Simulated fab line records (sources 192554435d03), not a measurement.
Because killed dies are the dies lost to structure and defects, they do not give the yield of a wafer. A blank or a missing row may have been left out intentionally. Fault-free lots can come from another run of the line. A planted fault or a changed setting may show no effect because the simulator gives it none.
Split-lot trial / flow n5-finfet / 21 wafers read across 7 lots, on a route 1938 steps long

THE SPLIT
At N5_FIN_CUT_EXPOSE_05 (exposes mask FIN CUT), the setting dose-mj was moved away from the recipe's 45.75 on 7 of the 21 wafers read, by -7.2% to +5.4%. This setting was run at the recipe's value on the other wafers.

FROM THE SPLIT TO THE READING: what the file shows between them, 2 steps
- N5_FIN_CUT_PEB_06: peb time 60 s
- N5_FIN_CUT_DEVELOP_07: develop time 30 s

THE READING
Shown in nm: cd-nm at N5_FIN_CUT_CD_MEAS_08, with target cd 29.1 nm. A value of 29.08 nm with a standard deviation of 0.28 nm is what fault-free wafers of this fab line usually give.

wafer=L075.1; tool, chamber at the split=euv-scanner-02, 0; dose-mj as run=45.75; against the recipe=recipe; cd-nm, nm=29.26; against lot-mates on the recipe=-
wafer=L075.3; tool, chamber at the split=euv-scanner-02, 0; dose-mj as run=45.75; against the recipe=recipe; cd-nm, nm=28.70; against lot-mates on the recipe=-
wafer=L075.6; tool, chamber at the split=euv-scanner-02, 0; dose-mj as run=47.71; against the recipe=+4.3%; cd-nm, nm=29.87; against lot-mates on the recipe=+0.89
wafer=L080.1; tool, chamber at the split=euv-scanner-02, 0; dose-mj as run=45.75; against the recipe=recipe; cd-nm, nm=29.32; against lot-mates on the recipe=-
wafer=L080.2; tool, chamber at the split=euv-scanner-02, 0; dose-mj as run=45.75; against the recipe=recipe; cd-nm, nm=29.33; against lot-mates on the recipe=-
wafer=L080.4; tool, chamber at the split=euv-scanner-02, 0; dose-mj as run=45.75; against the recipe=recipe; cd-nm, nm=29.26; against lot-mates on the recipe=-
wafer=L082.2; tool, chamber at the split=euv-scanner-01, 0; dose-mj as run=45.75; against the recipe=recipe; cd-nm, nm=28.79; against lot-mates on the recipe=-
wafer=L082.4; tool, chamber at the split=euv-scanner-01, 0; dose-mj as run=48.22; against the recipe=+5.4%; cd-nm, nm=29.45; against lot-mates on the recipe=+0.66
wafer=L082.6; tool, chamber at the split=euv-scanner-01, 0; dose-mj as run=48.22; against the recipe=+5.4%; cd-nm, nm=29.61; against lot-mates on the recipe=+0.82
wafer=L091.2; tool, chamber at the split=euv-scanner-01, 0; dose-mj as run=44.66; against the recipe=-2.4%; cd-nm, nm=28.38; against lot-mates on the recipe=-0.53
wafer=L091.3; tool, chamber at the split=euv-scanner-01, 0; dose-mj as run=45.75; against the recipe=recipe; cd-nm, nm=28.91; against lot-mates on the recipe=-
wafer=L091.4; tool, chamber at the split=euv-scanner-01, 0; dose-mj as run=44.66; against the recipe=-2.4%; cd-nm, nm=28.40; against lot-mates on the recipe=-0.51
wafer=L095.2; tool, chamber at the split=euv-scanner-02, 0; dose-mj as run=45.75; against the recipe=recipe; cd-nm, nm=28.68; against lot-mates on the recipe=-
wafer=L095.3; tool, chamber at the split=euv-scanner-02, 0; dose-mj as run=45.75; against the recipe=recipe; cd-nm, nm=29.14; against lot-mates on the recipe=-
wafer=L095.4; tool, chamber at the split=euv-scanner-02, 0; dose-mj as run=45.75; against the recipe=recipe; cd-nm, nm=28.90; against lot-mates on the recipe=-
wafer=L096.1; tool, chamber at the split=euv-scanner-02, 0; dose-mj as run=42.45; against the recipe=-7.2%; cd-nm, nm=27.92; against lot-mates on the recipe=-1.41
wafer=L096.4; tool, chamber at the split=euv-scanner-02, 0; dose-mj as run=45.75; against the recipe=recipe; cd-nm, nm=29.33; against lot-mates on the recipe=-
wafer=L096.5; tool, chamber at the split=euv-scanner-02, 0; dose-mj as run=42.45; against the recipe=-7.2%; cd-nm, nm=27.72; against lot-mates on the recipe=-1.61
wafer=L097.1; tool, chamber at the split=euv-scanner-02, 0; dose-mj as run=45.75; against the recipe=recipe; cd-nm, nm=28.74; against lot-mates on the recipe=-
wafer=L097.2; tool, chamber at the split=euv-scanner-02, 0; dose-mj as run=45.75; against the recipe=recipe; cd-nm, nm=29.27; against lot-mates on the recipe=-
wafer=L097.3; tool, chamber at the split=euv-scanner-02, 0; dose-mj as run=45.75; against the recipe=recipe; cd-nm, nm=28.56; against lot-mates on the recipe=-

FIT RESULTS
A straight line over all 21 wafers: cd-nm changes by +0.152 nm for each +1% of dose-mj; r = +0.87; the points scatter about the line by 0.27 nm.
The same after taking each lot's own level away (the mean of its wafers on the recipe; 21 wafers): +0.187 nm for each +1%; r = +0.95; scatter 0.2 nm.
Per that fit: largest dose-mj move, reading shift of 1.3 nm.
Across the lots, their own levels run from 28.790 to 29.330 nm, a range of 1.9 times the standard deviation given above.
Thus the slope moves with the lot-to-lot level: the two fits are different.
Check: with one of the wafers moved furthest among these (-7.2%) left out of the fit, the line predicts -1.38 nm for it against its lot-mates. It came out at -1.41 nm against them.

OTHER SPLITS ON THESE WAFERS
Other splits were also applied to these wafers ahead of the reading. Each is held against what the fit with the lots' levels taken away leaves over:
other split on the same wafers=N5_WELL_APT_COAT_02 spin-rpm; wafers away from the commonest value=8; r with cd-nm (lot level and that fit taken away)=+0.11
other split on the same wafers=N5_WELL_APT_PEB_06 peb-time-s; wafers away from the commonest value=10; r with cd-nm (lot level and that fit taken away)=+0.21

THE WHOLE CHAIN: every reading that the file lists as answering this split, in the file's order
step=N5_FIN_CUT_CD_MEAS_08; what it does=target cd 29.1 nm; reading=cd-nm; change (the file's fit)=+0.19 nm for each +1% of the setting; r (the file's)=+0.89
step=N5_FIN_CUT_ETCH_30; what it does=etches underlayer in N2/H2, target depth 13 nm, time 10.4 s; reading=FIN_CUT.cd-offset-nm (the simulator's own value, which no gauge read); change (the file's fit)=+0.166 nm for each +1% of the setting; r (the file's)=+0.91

FILE'S OWN FIT
cd-nm changes by +0.19 nm for each +1% of dose-mj, r = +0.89.
